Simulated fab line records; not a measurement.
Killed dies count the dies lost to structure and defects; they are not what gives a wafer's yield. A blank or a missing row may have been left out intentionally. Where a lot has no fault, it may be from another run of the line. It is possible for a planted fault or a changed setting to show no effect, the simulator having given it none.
A lot that was struck, set against a sound lot	flow nand-harc	14 out of 1159 route steps
Sound: these wafers, L583.3, L583.4, L583.5. The struck wafers were L588.1, L588.3, L588.5. The cause comes at the end.
Order at every step that has rows: each side's tool, ch and its chambers, its first start. Under that, the readings that differ: sound wafers	struck wafers	difference of the means	sigmas: that difference in standard deviations of wafers without a fault.
alike: words and numbers the same on both sides, and readings whose means are apart by under 2 such deviations; not compared: readings that were withheld, readings missing a value for some wafer, numbers with overlapping values and no deviation given by the record, and bounds like >300 which may hide the same value.
The two part at a step that has a row with sigmas, a row that says differs or no value, or rows on one side only. Numbers that don't overlap but have no deviation are shown without sigmas and don't part them. A reading that every wafer of one side lacks parts them only if that side has two wafers or more.

first, 5 steps without rows for these wafers: NHARC_A_STAIRCASE_EBR_246; NHARC_A_STAIRCASE_EXPOSE_247 (exposes mask SDS 1); NHARC_A_STAIRCASE_PEB_248 (peb time 130 s); NHARC_A_STAIRCASE_DEVELOP_249 (time 140 s); NHARC_A_STAIRCASE_HARDBAKE_251 (time 140 s).
NHARC_A_STAIRCASE_DESCUM_252: chemistry O2, time 3 s.
  sound on rie-diel-07 ch 0,2, day 12 13:11; struck on rie-diel-07 ch 0,1,2, day 13 14:44
  alike: drypump-motor-current-A, mfc-ar-sccm, oes-product-au, rf-vpp-V, showerhead-plenum-p-Torr, throttle-valve-pct
  not compared: rf-hours-counter-h
NHARC_A_STAIRCASE_ETCH_253: etches the open film in C4F8/O2, target depth 50 nm, time 20.2 s.
  sound on rie-diel-07 ch 1,2,3, day 12 13:16; struck on rie-diel-07 ch 0,2, day 13 14:49
  alike: oes-product-au, rf-vpp-V
  not compared: rf-hours-counter-h
NHARC_A_STAIRCASE_STRIP_254: strips in O2.
  sound on plasma-asher-02 ch 0,1, day 12 13:28; struck on plasma-asher-02 ch 0,1, day 13 14:54
  alike: drypump-motor-current-A, heater-power-w
  not compared: rf-hours-counter-h
then, 3 steps without rows for these wafers: NHARC_A_STAIRCASE_STRIP_255 (strips in SPM, time 900 s); NHARC_A_STAIRCASE_PRECLEAN_256 (cleans in SC1); NHARC_A_STAIRCASE_SRD_257.
NHARC_A_STAIRCASE_HM_DEP_456: deposits aC, target thk 1500 nm.
  sound on acl-dep-01 ch 0, day 12 15:08; struck on acl-dep-02 ch 0, day 13 19:16
reading	sound	struck	difference	sigmas
throttle-valve-pct (%)	34.993 34.973 34.986	35.010 35.012 34.996	+0.022	+2
NHARC_A_STAIRCASE_DEP_259: deposits SiON, target thk 30 nm.
  sound on pecvd-04 ch 0,1, day 12 16:26; struck on pecvd-04 ch 0,1,2, day 13 21:25
  alike: heater-power-outer-w, heater-power-w
-- jump in the record: it breaks off in module A_STAIRCASE and resumes in module END (first step shown: number 1159 of the route), and 8 days separate the struck wafers' starts before and after --
NHARC_END_SORT_01:
  at this point the record logs the struck wafers (prober-01 ch 0, day 21 12:32) and has no rows for the sound ones

WHERE THEY PART
Last at NHARC_END_SORT_01 as far as this record goes, first at NHARC_A_STAIRCASE_HM_DEP_456.

WHY: the cause the simulator had injected
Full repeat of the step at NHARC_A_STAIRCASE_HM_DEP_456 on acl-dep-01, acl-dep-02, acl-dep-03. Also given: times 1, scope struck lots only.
